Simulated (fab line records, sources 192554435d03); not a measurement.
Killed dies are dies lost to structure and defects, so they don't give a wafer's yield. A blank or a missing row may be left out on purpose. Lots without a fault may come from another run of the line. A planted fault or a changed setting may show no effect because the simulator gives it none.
Chamber matching | flow n5_finfet | N5_BEOL_M3_DESCUM_16 on rie_diel-04: 4 sister chambers
The step chemistry O2, time 7 s. 14 wafers are shown with their chamber, then 7 later ones without.

WAFERS WITH THEIR CHAMBER
wafer  | chamber | drypump_motor_current_A (A) | showerhead_plenum_p_Torr (Torr) | throttle_valve_pct (%)
L215.3 | 1       | 5.1                         | 2.05                            | 20.42
L215.5 | 3       | 6.2                         | 2.04                            | 20.83
L215.6 | 0       | 4.8                         | 2.24                            | 20.21
L222.1 | 2       | 6.1                         | 2.20                            | 20.52
L222.4 | 1       | 5.1                         | 2.05                            | 20.44
L222.5 | 0       | 4.8                         | 2.24                            | 20.27
L225.2 | 2       | 6.1                         | 2.20                            | 20.54
L225.3 | 3       | 6.2                         | 2.03                            | 20.86
L225.5 | 3       | 6.2                         | 2.03                            | 20.87
L229.1 | 1       | 5.1                         | 2.05                            | 20.43
L229.5 | 0       | 4.8                         | 2.23                            | 20.25
L229.6 | 3       | 6.2                         | 2.03                            | 20.87
L228.1 | 2       | 6.1                         | 2.19                            | 20.56
L228.3 | 1       | 5.2                         | 2.04                            | 20.46

SIGNATURES (means of the wafers above)
reading                  | chamber 0 | chamber 1 | chamber 2 | chamber 3 | scatter within a chamber
drypump_motor_current_A  | 4.800     | 5.125     | 6.100     | 6.200     | 0.0274
showerhead_plenum_p_Torr | 2.2367    | 2.0475    | 2.1967    | 2.0325    | 0.00532
throttle_valve_pct       | 20.2433   | 20.4375   | 20.5400   | 20.8575   | 0.0215
Rule: a wafer's distance from a chamber is the root of the sum, over the readings, of the square of ((its reading less the chamber's mean) divided by the reading's scatter). The wafer belongs to the nearest chamber; if the next one is less than 2 further off, it can't be placed. The scatter: the root of (the sum of the squares of (reading less its chamber's mean) over the shown wafers, divided by (wafers less chambers)).

WAFERS WITHOUT THEIR CHAMBER
wafer  | drypump_motor_current_A (A) | showerhead_plenum_p_Torr (Torr) | throttle_valve_pct (%)
L228.6 | 6.1                         | 2.19                            | 20.55
L232.1 | 6.2                         | 2.02                            | 20.89
L232.2 | 4.8                         | 2.23                            | 20.28
L232.3 | 6.1                         | 2.19                            | 20.57
L237.1 | 4.8                         | 2.22                            | 20.31
L237.2 | 5.1                         | 2.04                            | 20.15
L237.4 | 6.2                         | 2.02                            | 20.90

WHICH CHAMBER EACH WENT THROUGH
wafer  | from the rows above | in truth
L228.6 | 2                   | 2
L232.1 | 3                   | 3
L232.2 | 0                   | 0
L232.3 | 2                   | 2
L237.1 | 0                   | 0
L237.2 | 1                   | 1
L237.4 | 3                   | 3
Placed correctly: 7 of 7. Can't be placed from these rows: 0. Placed wrongly: 0.
